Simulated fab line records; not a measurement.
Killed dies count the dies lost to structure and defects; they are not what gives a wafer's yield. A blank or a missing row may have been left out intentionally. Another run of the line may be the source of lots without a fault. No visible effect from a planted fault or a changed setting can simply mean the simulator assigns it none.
Which tool was responsible? | flow n5Finfet | 30 wafers from 10 lots sampled at 5 of the route's 1938 steps

## WHAT THE GAUGES READ, wafer by wafer
N5_BEOL_M3_OVL_MEAS_12. Usual: for M3_OVL the level is -0.5 nm and the standard deviation is 0.61.
lot  | measured     | on         | M3_OVL (nm)    | flag
L339 | day 7 04:11  | overlay-02 | -0.9 -0.2 -1.2 | 
L340 | day 7 14:32  | overlay-01 | -0.4 -1.6 -1.1 | 
L342 | day 7 18:28  | overlay-02 | 0.2 -0.5 0.1   | 
L344 | day 8 03:41  | overlay-01 | -0.8 -0.6 -0.6 | 
L351 | day 10 06:05 | overlay-02 | -0.4 -1.6 -1.0 | 
L353 | day 10 12:28 | overlay-01 | -1.6 -0.6 -0.1 | 
L352 | day 10 12:35 | overlay-02 | -1.0 -1.0 0.2  | 
L356 | day 11 21:25 | overlay-01 | 0.2 -0.1 0.1   | 
L360 | day 12 12:11 | overlay-01 | -0.1 -1.4 -0.5 | 
L361 | day 12 18:14 | overlay-02 | 0.0 -0.8 -0.9  | 

N5_BEOL_M3_OVL_MEAS_29. Usual: for V2_OVL the level is 0.1 nm and the standard deviation is 0.74.
lot  | measured     | on         | V2_OVL (nm)    | flag
L339 | day 7 05:17  | overlay-02 | -0.5 0.1 0.1   | 
L340 | day 7 15:32  | overlay-02 | -0.4 -0.7 -0.8 | 
L342 | day 7 19:38  | overlay-01 | -1.2 -0.9 -0.8 | 
L344 | day 8 04:41  | overlay-01 | 0.4 0.2 1.2    | 
L351 | day 10 07:06 | overlay-01 | -0.6 -0.5 0.0  | 
L353 | day 10 13:28 | overlay-02 | -1.5 -1.5 -0.5 | 
L352 | day 10 13:42 | overlay-02 | -0.1 0.6 0.2   | 
L356 | day 11 22:31 | overlay-02 | 0.3 -0.6 -0.1  | 
L360 | day 12 13:08 | overlay-01 | -0.5 0.2 -0.1  | 
L361 | day 12 19:35 | overlay-02 | 0.5 1.1 0.9    | 

N5_BEOL_M4_RC_MEAS_101. Usual: DIBL_N 36.8 mV/V, standard deviation 2.2; DIBL_P 37.1 mV/V, standard deviation 2.8; IOFF_N 0.17 nA/um, standard deviation 0.04; IOFF_P 0.22 nA/um, standard deviation 0.049; ION_N 672 uA/um, standard deviation 16; ION_P 460 uA/um, standard deviation 9.2; SS_N 71.6 mV/dec, standard deviation 0.69; SS_P 73.5 mV/dec, standard deviation 0.78; VT_N 249 mV, standard deviation 3.6; VT_P -250 mV, standard deviation 3.9.
lot  | measured     | on        | DIBL_N (mV/V)  | DIBL_P (mV/V)  | IOFF_N (nA/um) | IOFF_P (nA/um) | ION_N (uA/um) | ION_P (uA/um) | SS_N (mV/dec)  | SS_P (mV/dec)  | VT_N (mV)   | VT_P (mV)      | flag
L339 | day 7 22:00  | prober-02 | 33.5 36.9 35.6 | 34.2 39.3 37.0 | 0.13 0.18 0.17 | 0.17 0.26 0.23 | 640 683 674   | 445 475 460   | 71.0 71.3 71.7 | 72.6 73.9 73.7 | 253 251 250 | -250 -248 -248 | 
L340 | day 8 09:48  | prober-02 | 35.8 37.0 36.4 | 33.7 36.1 35.2 | 0.13 0.14 0.14 | 0.16 0.19 0.18 | 652 650 658   | 444 448 447   | 71.7 72.7 72.3 | 73.2 73.2 72.8 | 256 258 253 | -257 -255 -256 | 
L342 | day 8 11:29  | prober-01 | 38.7 37.9 39.3 | 39.2 38.7 41.2 | 0.19 0.18 0.21 | 0.25 0.24 0.31 | 684 680 684   | 468 468 468   | 71.9 72.0 72.5 | 74.3 73.4 74.8 | 246 245 245 | -246 -248 -247 | 
L344 | day 8 18:54  | prober-02 | 30.5 38.6 37.9 | 28.5 40.2 38.6 | 0.08 0.21 0.20 | 0.11 0.25 0.22 | 647 664 683   | 444 456 463   | 70.0 72.3 72.4 | 72.0 74.9 74.4 | 257 248 248 | -259 -253 -251 | 
L351 | day 11 02:58 | prober-02 | 33.8 36.5 32.0 | 33.3 36.7 31.2 | 0.12 0.15 0.10 | 0.21 0.27 0.18 | 645 659 656   | 455 468 461   | 70.3 71.6 70.1 | 72.8 73.7 72.2 | 253 252 255 | -248 -247 -248 | 
L353 | day 11 03:20 | prober-01 | 38.5 36.3 38.6 | 37.9 34.9 39.1 | 0.19 0.14 0.19 | 0.23 0.18 0.26 | 677 656 683   | 463 455 467   | 71.9 71.9 71.8 | 73.2 72.3 73.4 | 249 252 246 | -249 -253 -248 | 
L352 | day 11 14:58 | prober-01 | 37.3 34.7 36.9 | 36.9 34.5 37.7 | 0.17 0.13 0.17 | 0.24 0.22 0.27 | 691 666 687   | 473 471 484   | 71.6 71.1 71.4 | 73.0 72.8 72.6 | 249 249 248 | -243 -247 -244 | 
L356 | day 12 16:10 | prober-02 | 34.0 36.2 34.6 | 33.7 35.2 33.4 | 0.13 0.15 0.14 | 0.19 0.20 0.17 | 664 652 659   | 458 452 455   | 70.4 71.9 71.2 | 73.1 73.1 73.2 | 252 252 250 | -252 -254 -253 | 
L360 | day 13 15:09 | prober-02 | 34.2 34.4 36.8 | 34.1 35.3 37.6 | 0.13 0.13 0.17 | 0.16 0.18 0.21 | 643 671 685   | 441 459 456   | 72.1 71.4 72.5 | 72.9 73.7 74.1 | 254 253 248 | -256 -255 -252 | 
L361 | day 13 16:32 | prober-01 | 37.5 37.0 37.4 | 38.1 37.6 38.8 | 0.20 0.18 0.21 | 0.27 0.27 0.29 | 678 678 691   | 460 468 465   | 72.5 71.6 72.0 | 73.3 73.6 72.6 | 244 248 245 | -244 -244 -242 | 

## WHAT TOOL EACH LOT RAN ON (gives the tool, then ch and the chambers of the sampled wafers, and finally the start)
lot  | N5_BEOL_M3_STRIP_66               | N5_BEOL_M3_COAT_67
L339 | rieDiel-06 ch 0,2,3, day 7 04:29  | lithoTrack-02 ch 0, day 7 04:50
L340 | rieDiel-02 ch 0,1,2, day 7 14:50  | lithoTrack-02 ch 0, day 7 15:05
L342 | rieDiel-02 ch 0,1,3, day 7 18:51  | lithoTrack-02 ch 0, day 7 19:12
L344 | rieDiel-03 ch 1,2,3, day 8 03:59  | lithoTrack-02 ch 0, day 8 04:14
L351 | rieDiel-03 ch 0,1, day 10 06:31   | lithoTrack-05 ch 0, day 10 06:47
L353 | rieDiel-03 ch 0,1,2, day 10 12:48 | lithoTrack-04 ch 0, day 10 13:09
L352 | rieDiel-03 ch 0,2,3, day 10 13:02 | lithoTrack-04 ch 0, day 10 13:22
L356 | rieDiel-03 ch 0,2, day 11 21:46   | lithoTrack-02 ch 0, day 11 22:04
L360 | rieDiel-03 ch 1,2, day 12 12:28   | lithoTrack-05 ch 0, day 12 12:49
L361 | rieDiel-02 ch 0,2,3, day 12 18:50 | lithoTrack-02 ch 0, day 12 19:08
- N5_BEOL_M3_STRIP_66: strips in CF4.
- N5_BEOL_M3_COAT_67: time 60 s, resist thk 60 nm.

## AS READ BY THE TOOLS THEMSELVES (means over the sampled wafers that have a number; for cases with no such wafer, the mark the record gives instead)
N5_BEOL_M3_STRIP_66. Usual: biasPowerW is 74.99 W with standard deviation 0.25, drypumpMotorCurrentA is 5.84 A with standard deviation 0.24, oesProductAu is 0.77 a.u. with standard deviation 0.073, rfFwdPowerW is 292.7 W with standard deviation 0.81, rfVppV is 271.0 V with standard deviation 1.4, showerheadPlenumPTorr is 1.80 Torr with standard deviation 0.048, and throttleValvePct is 13.56 % with standard deviation 0.22.
lot  | tool       | biasPowerW (W) | drypumpMotorCurrentA (A) | oesProductAu (a.u.) | rfFwdPowerW (W) | rfVppV (V) | showerheadPlenumPTorr (Torr) | throttleValvePct (%) | flag
L339 | rieDiel-06 | 75.25          | 5.86                     | 0.71                | 292.4           | 271.7      | 1.81                         | 13.75                | 
L340 | rieDiel-02 | 74.85          | 5.81                     | 0.83                | 293.4           | 271.5      | 1.82                         | 13.33                | 
L342 | rieDiel-02 | 75.00          | 5.88                     | 0.89                | 292.5           | 271.9      | 1.82                         | 13.32                | 
L344 | rieDiel-03 | 74.83          | 5.78                     | 0.73                | 292.8           | 271.0      | 1.81                         | 13.70                | 
L351 | rieDiel-03 | 75.17          | 5.65                     | 0.73                | 292.6           | 270.9      | 1.74                         | 13.80                | 
L353 | rieDiel-03 | 74.77          | 5.75                     | 0.73                | 292.7           | 271.5      | 1.77                         | 13.77                | 
L352 | rieDiel-03 | 75.19          | 5.84                     | 0.73                | 293.2           | 270.7      | 1.80                         | 13.68                | 
L356 | rieDiel-03 | 75.12          | 5.84                     | 0.74                | 292.9           | 270.4      | 1.76                         | 13.73                | 
L360 | rieDiel-03 | 74.79          | 5.68                     | 0.71                | 293.4           | 270.3      | 1.77                         | 13.87                | 
L361 | rieDiel-02 | 74.91          | 5.85                     | 0.80                | 292.4           | 270.6      | 1.77                         | 13.41                | 

N5_BEOL_M3_COAT_67. Usual: chillPlateTempC 22.99 C, standard deviation 0.1; exhaustPa 44.9 Pa, standard deviation 0.93; spinSpeedRpm 1499.9 rpm, standard deviation 1.1.
lot  | tool          | chillPlateTempC (C) | exhaustPa (Pa) | spinSpeedRpm (rpm) | flag
L339 | lithoTrack-02 | 22.88               | 44.8           | 1500.0             | 
L340 | lithoTrack-02 | 23.04               | 44.0           | 1498.9             | 
L342 | lithoTrack-02 | 22.99               | 45.4           | 1377.3             | OFF
L344 | lithoTrack-02 | 22.97               | 44.9           | 1377.8             | OFF
L351 | lithoTrack-05 | 23.10               | 45.1           | 1499.1             | 
L353 | lithoTrack-04 | 23.00               | 45.3           | 1499.2             | 
L352 | lithoTrack-04 | 22.96               | 45.2           | 1499.9             | 
L356 | lithoTrack-02 | 23.02               | 43.5           | 1499.9             | 
L360 | lithoTrack-05 | 22.92               | 44.4           | 1500.2             | 
L361 | lithoTrack-02 | 23.01               | 44.4           | 1500.4             | 

## THE ANSWER, worked out from the rows above alone
Rule: a lot counts as off when the mean over its wafers that have a number is more than 3 standard deviations away from the usual mean. A lot without any number at a reading at which 4 lots or more have one is off too. Where the step has rows for the other lots, those lots are counted as sound. After the gauges, taken in route order, come the tools' own readings; for these a lot's mean is taken, as printed above. The first step at which some lot is off is used, and at that step the reading that is off furthest; a lot without a number counts as furthest.
Off at N5_BEOL_M3_COAT_67 (spinSpeedRpm): L342, L344.
If a tool, at that step or one of the process steps before it, ran each lot that is off and ran no sound lot following the first of them, it fits. Not one of the candidates tried fits.

## WHAT THE SIMULATOR HAD INSERTED
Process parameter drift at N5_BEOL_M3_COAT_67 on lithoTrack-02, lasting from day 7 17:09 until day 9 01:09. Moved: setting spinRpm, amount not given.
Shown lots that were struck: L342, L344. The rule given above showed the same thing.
